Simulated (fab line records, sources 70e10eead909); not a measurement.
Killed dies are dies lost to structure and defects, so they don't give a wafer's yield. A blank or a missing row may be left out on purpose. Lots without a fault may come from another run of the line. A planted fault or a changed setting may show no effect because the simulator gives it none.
A struck lot beside a sound one | flow nand_harc | 14 steps out of a route of 1159
Sound: wafers L803.1, L803.5, L803.6. Struck: wafer L817.6. (L817.1, L817.5 of the same lot were not struck and are left out.) The cause comes at the end.
At each step with rows: each side's tool, then ch and its chambers, then its first start. Under that, the readings that differ: sound wafers | struck wafers | difference of the means | sigmas: that difference in standard deviations of wafers without a fault.
alike: readings whose means differ by less than 2 such deviations, and words and numbers that are the same on both sides. not compared: withheld readings, readings that some wafer has no value for, bounds like >300 that may hide the same value, and numbers for which the record gives no deviation and whose values overlap.
The two part at a step that has a row with sigmas, a row that says differs or no value, or rows on one side only. Numbers that don't overlap but have no deviation are shown without sigmas and don't part them. A reading that every wafer of one side lacks parts them only if that side has two wafers or more.

first, 3 steps without rows for these wafers: NHARC_A_SLIT_EXPOSE_06 (exposes mask SLIT); NHARC_A_SLIT_PEB_07 (peb time 65 s); NHARC_A_SLIT_DEVELOP_08 (develop time 35 s).
NHARC_A_SLIT_CD_MEAS_09: target cd 300 nm.
  sound on cd_sem-02 ch 0, day 16 15:45; struck on cd_sem-03 ch 0, day 19 05:44
  alike: cd_nm
NHARC_A_SLIT_OVL_MEAS_10:
  sound on overlay-01, day 16 15:50; struck on overlay-02, day 19 05:50
  alike: overlay_x_nm, overlay_y_nm
NHARC_A_SLIT_INSPECT_11:
  sound on defect_inspect-01, day 16 15:53; struck on defect_inspect-01, day 19 05:52
  alike: raw_defect_count
NHARC_A_SLIT_DESCUM_14: chemistry O2, time 3 s.
  sound on rie_diel-03 ch 0,1,2, day 16 15:58; struck on rie_diel-06 ch 0, day 19 05:56
  reading                         | sound          | struck | difference | sigmas
  showerhead_plenum_p_Torr (Torr) | 1.78 1.94 1.89 | 2.04   | +0.17      | +2
  alike: drypump_motor_current_A, oes_product_au, rf_vpp_V, throttle_valve_pct
  not compared: rf_hours_counter_h
NHARC_A_SLIT_ETCH_24: etches the open film in CF4/CHF3, target depth 121 nm, time 60.5 s.
  sound on rie_diel-03 ch 0,1,2, day 16 16:02; struck on rie_diel-06 ch 2, day 19 06:01
  reading                | sound                | struck | difference | sigmas
  throttle_valve_pct (%) | 16.822 16.790 16.792 | 16.775 | -0.026     | -3
  alike: chf3_flow_sccm, drypump_motor_current_A, oes_product_au, rf_vpp_V, run_length_s, showerhead_plenum_p_Torr
  not compared: rf_hours_counter_h
NHARC_A_SLIT_ETCH_15: etches the open film in O2/COS, target depth 3200 nm, time 832 s.
  sound on rie_diel-03 ch 1,2; struck on rie_diel-06 ch 0
  alike: cos_flow_sccm, drypump_motor_current_A, oes_product_au, rf_vpp_V, run_length_s, showerhead_plenum_p_Torr, throttle_valve_pct
  not compared: rf_hours_counter_h
NHARC_A_SLIT_ETCH_17: etches the open film in C4F8/O2/Ar, time 1687.5 s, target depth 10100 nm.
  sound on har_etch-02 ch 0,1, day 16 19:46; struck on har_etch-02 ch 0, day 19 06:56
  alike: drypump_motor_current_A, run_length_s, showerhead_plenum_p_Torr, throttle_valve_pct
  not compared: rf_hours_counter_h
then, 2 steps without rows for these wafers: NHARC_A_SLIT_ETCH_26 (etches the open film in C4F8/O2/Ar, time 90 s, target depth 400 nm); NHARC_A_SLIT_STRIP_28 (strips in O2/COS).
NHARC_A_SLIT_ETCH_29: etches the open film in CF4/O2, target depth 100 nm, overetch 10 nm, time 55 s.
  sound on rie_diel-06 ch 0,1,3, day 16 21:37; struck on rie_diel-12 ch 3, day 19 08:49
  reading                         | sound             | struck | difference | sigmas
  rf_vpp_V (V)                    | 199.2 200.5 199.2 | 196.7  | -2.9       | -2
  run_length_s (s)                | 76.5 76.2 76.6    | 66.8   | -9.6       | -29
  showerhead_plenum_p_Torr (Torr) | 1.37 1.40 1.42    | 1.29   | -0.11      | -2
  alike: drypump_motor_current_A, oes_product_au, throttle_valve_pct
  not compared: rf_hours_counter_h
NHARC_A_SLIT_STRIP_18: strips in O2.
  sound on rie_diel-06 ch 0,1; struck on rie_diel-12 ch 1
  reading                         | sound             | struck | difference | sigmas
  oes_product_au (a.u.)           | 1.012 1.004 1.004 | 0.986  | -0.021     | -2
  showerhead_plenum_p_Torr (Torr) | 3.61 3.61 3.74    | 3.30   | -0.35      | -3
  alike: drypump_motor_current_A, rf_vpp_V, throttle_valve_pct
  not compared: rf_hours_counter_h

WHERE THEY PART
First at NHARC_A_SLIT_DESCUM_14; last, within this record, at NHARC_A_SLIT_STRIP_18.

WHY: what the simulator had put in
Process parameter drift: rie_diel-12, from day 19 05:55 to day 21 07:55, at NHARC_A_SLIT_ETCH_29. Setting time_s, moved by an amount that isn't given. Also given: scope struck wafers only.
